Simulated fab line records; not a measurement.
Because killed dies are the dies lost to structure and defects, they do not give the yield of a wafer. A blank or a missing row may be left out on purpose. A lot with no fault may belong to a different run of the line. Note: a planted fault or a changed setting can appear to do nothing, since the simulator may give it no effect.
Chamber matching    flow n5Finfet    3 sister chambers for N5_GATE_CUT_HM_DEP_46 on pecvd-01
The step deposits SiO2 from TEOS/O2, target thk 130 nm, time 26.6 s. 6 wafers are shown with their chamber, then 7 later ones without.

WAFERS WITH THEIR CHAMBER
wafer   chamber  throttleValvePct (%)  showerheadPlenumPTorr (Torr)
L347.6  1        18.7                  8.36
L349.4  2        17.0                  8.39
L353.1  2        17.0                  8.38
L353.4  1        18.9                  8.35
L356.1  0        17.8                  8.29
L356.2  0        17.8                  8.28

WAFERS WITH NO CHAMBER GIVEN
wafer   throttleValvePct (%)  showerheadPlenumPTorr (Torr)
L356.6  18.1                  8.30
L362.1  17.0                  8.37
L362.4  17.0                  8.38
L362.5  17.9                  8.32
L363.1  17.3                  8.38
L363.4  17.2                  8.37
L363.6  16.7                  8.37

CHAMBER TAKEN BY EACH
wafer   from the rows above  in truth
L356.6  0                    0
L362.1  2                    2
L362.4  2                    2
L362.5  0                    0
L363.1  2                    2
L363.4  2                    2
L363.6  2                    2
7 of 7 placed correctly. Left unplaced by these rows: 0. Placed wrongly: 0.
How it was worked out, from the rows above alone: a wafer's distance from a chamber is the root of the sum, over the readings, of the square of ((its reading less the chamber's mean) divided by the reading's scatter). If the next closest chamber is less than 2 further off than the closest, the wafer can't be placed; otherwise it belongs to the closest. A chamber's mean is the mean of its shown wafers. The scatter: the root of (the sum of the squares of (reading less its chamber's mean) over the shown wafers, divided by (wafers less chambers)).
